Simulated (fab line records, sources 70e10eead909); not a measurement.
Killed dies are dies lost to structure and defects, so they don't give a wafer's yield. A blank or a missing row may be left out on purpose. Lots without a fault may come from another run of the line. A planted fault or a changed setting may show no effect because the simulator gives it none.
Which tool did it? | flow nand_harc | 13 lots, 39 wafers sampled, at 5 steps of a route of 1302

WHAT THE GAUGES READ, wafer by wafer
NHARC_A_ONON_D2_THK_MEAS_05: measures by ellipsometry. Usual: thk_nm 1003 nm, standard deviation 8.7.
lot  | measured     | on            | thk_nm (nm)    | flag
L277 | day 12 12:43 | film_metro-02 | 1014 1016 1014 |
L279 | day 13 06:50 | film_metro-02 | 986 986 984    |
L282 | day 14 14:34 | film_metro-02 | 998 999 999    |
L278 | day 15 10:10 | film_metro-02 | 1002 1005 1004 |
L284 | day 15 10:11 | film_metro-01 | 1003 1003 1006 |
L283 | day 15 15:25 | film_metro-01 | 1004 1005 1006 |
L286 | day 16 04:59 | film_metro-01 | 1006 1004 1004 |
L287 | day 16 07:38 | film_metro-02 | 1006 1004 1002 |
L288 | day 17 07:31 | film_metro-02 | 1014 1014 1014 |
L289 | day 17 10:04 | film_metro-01 | 1006 1006 1006 |
L291 | day 18 17:22 | film_metro-02 | 1007 1006 1006 |
L297 | day 21 02:32 | film_metro-02 | 1000 999 1001  |
L300 | day 21 18:09 | film_metro-02 | 996 998 998    |

NHARC_A_ONON_D2_THK_MEAS_27: measures by ellipsometry. Usual: thk_nm 1001 nm, standard deviation 13.
lot  | measured     | on            | thk_nm (nm)    | flag
L277 | day 12 23:56 | film_metro-02 | 1011 1013 1013 |
L279 | day 13 17:38 | film_metro-02 | 1010 1013 1014 |
L282 | day 15 01:17 | film_metro-02 | 978 979 981    |
L278 | day 15 21:23 | film_metro-02 | 1028 1030 1030 |
L284 | day 15 21:23 | film_metro-01 | 1000 1000 1000 |
L283 | day 16 02:12 | film_metro-02 | 989 990 990    |
L286 | day 16 16:19 | film_metro-01 | 1014 1013 1015 |
L287 | day 16 16:20 | film_metro-01 | 989 988 988    |
L288 | day 17 18:25 | film_metro-02 | 995 994 995    |
L289 | day 17 18:25 | film_metro-01 | 989 989 991    |
L291 | day 19 03:59 | film_metro-02 | 1006 1006 1004 |
L297 | day 21 13:21 | film_metro-02 | 1011 1012 1013 |
L300 | day 22 04:56 | film_metro-02 | 995 996 999    |

NHARC_A_CHANNEL_HOLE_D2_OVL_MEAS_11. Usual: overlay_x_nm -0.1 nm, standard deviation 0.93; overlay_y_nm 0.2 nm, standard deviation 0.69.
lot  | measured     | on         | overlay_x_nm (nm) | overlay_y_nm (nm) | flag
L277 | day 13 03:49 | overlay-01 | -0.1 -0.1 0.1     | -0.2 0.3 0.2      |
L279 | day 14 01:57 | overlay-02 | -0.7 -0.4 -1.5    | 1.2 1.0 0.9       |
L282 | day 15 05:05 | overlay-01 | -0.6 -0.8 -0.6    | -0.6 0.0 -0.6     |
L278 | day 16 01:38 | overlay-01 | 0.4 -0.8 0.1      | 0.8 0.9 0.1       |
L284 | day 16 01:26 | overlay-01 | 1.6 0.8 1.0       | 0.6 0.7 0.4       |
L283 | day 16 06:01 | overlay-01 | 0.6 0.4 0.7       | 0.2 0.3 0.7       |
L286 | day 16 20:09 | overlay-01 | -0.2 -0.4 -0.5    | 0.8 0.9 0.7       |
L287 | day 16 22:06 | overlay-01 | 1.8 1.9 1.9       | -0.1 -0.3 -0.1    |
L288 | day 17 22:35 | overlay-01 | 1.1 0.7 1.2       | 0.8 0.9 1.0       |
L289 | day 17 23:26 | overlay-01 | 0.7 1.0 0.5       | 0.4 0.5 0.5       |
L291 | day 19 12:05 | overlay-02 | -0.2 0.5 0.0      | -0.6 -0.5 -0.6    |
L297 | day 21 18:57 | overlay-02 | 0.4 0.4 0.2       | -0.4 -0.1 -0.2    |
L300 | day 22 08:59 | overlay-01 | -0.4 -0.7 -0.8    | -0.2 0.4 0.4      |

NHARC_END_SORT_01. Usual: killed_at_array 55, standard deviation 22; killed_at_other 1.1, standard deviation 1.4; killed_at_periphery 4, standard deviation 3.2; killed_dies 59, standard deviation 22; killed_open 3.3, standard deviation 1.8; killed_short 2.5, standard deviation 1.5.
lot  | measured     | on        | killed_at_array | killed_at_other | killed_at_periphery | killed_dies | killed_open | killed_short | flag
L277 | day 24 08:31 | prober-02 | 90 78 90        | 0 0 0           | 1 3 2               | 91 81 92    | 2 2 1       | 2 2 2        |
L279 | day 25 03:56 | prober-02 | 26 48 28        | 1 4 3           | 2 3 2               | 29 55 33    | 5 2 2       | 2 2 2        |
L282 | day 26 09:32 | prober-01 | 66 48 47        | 1 3 0           | 4 1 0               | 71 52 47    | 11 4 1      | 3 3 6        |
L278 | day 27 14:08 | prober-01 | 77 65 69        | 3 0 2           | 0 1 3               | 80 66 74    | 1 4 4       | 0 0 3        |
L284 | day 27 14:55 | prober-02 | 21 22 19        | 1 0 0           | 7 4 3               | 29 26 22    | 3 3 1       | 4 1 3        |
L283 | day 27 21:58 | prober-01 | 90 64 76        | 0 1 0           | 4 0 0               | 94 65 76    | 5 2 2       | 8 7 2        |
L286 | day 28 12:52 | prober-02 | 81 54 67        | 0 0 1           | 0 5 5               | 81 59 73    | 2 1 1       | 3 0 4        |
L287 | day 28 05:04 | prober-02 | 41 40 41        | 0 0 0           | 10 8 4              | 51 48 45    | 3 4 4       | 2 6 1        |
L288 | day 29 07:24 | prober-01 | 19 14 28        | 2 0 3           | 11 6 7              | 32 20 38    | 3 1 4       | 6 0 3        |
L289 | day 29 17:55 | prober-02 | 106 113 72      | 0 0 2           | 3 1 6               | 109 114 80  | 3 3 3       | 3 3 1        |
L291 | day 30 20:51 | prober-01 | 63 56 68        | 1 1 1           | 2 1 3               | 66 58 72    | 4 5 4       | 3 1 2        |
L297 | day 33 22:14 | prober-02 | 59 66 62        | 1 0 2           | 2 3 2               | 62 69 66    | 3 8 4       | 3 2 3        |
L300 | day 33 18:37 | prober-01 | 66 61 64        | 0 0 0           | 2 3 1               | 68 64 65    | 3 1 3       | 3 1 4        |

WHICH TOOL RAN EACH LOT (tool, then ch and the chambers of the sampled wafers, then the start)
lot  | NHARC_A_CHANNEL_HOLE_D2_SOFTBAKE_05
L277 | litho_track-06 ch 0, day 13 03:00
L279 | litho_track-04 ch 0, day 14 01:00
L282 | litho_track-04 ch 0, day 15 04:00
L278 | litho_track-04 ch 0, day 16 01:00
L284 | litho_track-01 ch 0, day 16 01:00
L283 | litho_track-04 ch 0, day 16 05:00
L286 | litho_track-06 ch 0, day 16 19:00
L287 | litho_track-01 ch 0, day 16 21:00
L288 | litho_track-06 ch 0, day 17 22:00
L289 | litho_track-06 ch 0, day 17 22:00
L291 | litho_track-06 ch 0, day 19 11:00
L297 | litho_track-01 ch 0, day 21 18:00
L300 | litho_track-06 ch 0, day 22 08:00
- NHARC_A_CHANNEL_HOLE_D2_SOFTBAKE_05: time 55 s.

WHAT THE TOOLS THEMSELVES READ (means of the sampled wafers that have a number; where no wafer has one, the mark that the record gives instead)
NHARC_A_CHANNEL_HOLE_D2_SOFTBAKE_05. Usual: heater_power_total_W 188.44 W, standard deviation 0.14.
lot  | tool           | heater_power_total_W (W) | flag
L277 | litho_track-06 | 188.50                   |
L279 | litho_track-04 | 188.57                   |
L282 | litho_track-04 | 188.38                   |
L278 | litho_track-04 | 188.55                   |
L284 | litho_track-01 | 188.54                   |
L283 | litho_track-04 | 188.46                   |
L286 | litho_track-06 | 188.47                   |
L287 | litho_track-01 | 188.39                   |
L288 | litho_track-06 | 188.47                   |
L289 | litho_track-06 | 188.35                   |
L291 | litho_track-06 | 188.37                   |
L297 | litho_track-01 | 199.92                   | OFF
L300 | litho_track-06 | 188.34                   |

THE ANSWER, worked out from the rows above alone
Rule: a lot is off if the mean of its wafers that have a number lies more than 3 standard deviations from the usual mean. A lot without any number at a reading at which 4 lots or more have one is off too. The other lots that the step has rows for count as sound. The gauges are gone through in route order, then the tools' own readings, and for those a lot's mean is taken as printed above. The first step at which some lot is off is used, and at that step the reading that is off furthest; a lot without a number counts as furthest.
Off: L297, at NHARC_A_CHANNEL_HOLE_D2_SOFTBAKE_05 (heater_power_total_W).
A tool fits if, at that step or a process step before it, it ran every lot that is off, and no sound lot after the first of them. One fits: litho_track-01 at NHARC_A_CHANNEL_HOLE_D2_SOFTBAKE_05. Its last sound lot is L287 (day 16 21:00), its first lot that is off L297 (day 21 18:00): a fault that began between those two fits.
The tool's own readings at NHARC_A_CHANNEL_HOLE_D2_SOFTBAKE_05 bear it out: on the lots that are off they differ by more than 5 times the standard deviation of the sound lots' means. heater_power_total_W reads 199.92 W there against 188.45 W on the sound lots.

WHAT THE SIMULATOR HAD PUT IN
Process parameter drift: litho_track-01, from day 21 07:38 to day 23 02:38, at NHARC_A_CHANNEL_HOLE_D2_SOFTBAKE_05. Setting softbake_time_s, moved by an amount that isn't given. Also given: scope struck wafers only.
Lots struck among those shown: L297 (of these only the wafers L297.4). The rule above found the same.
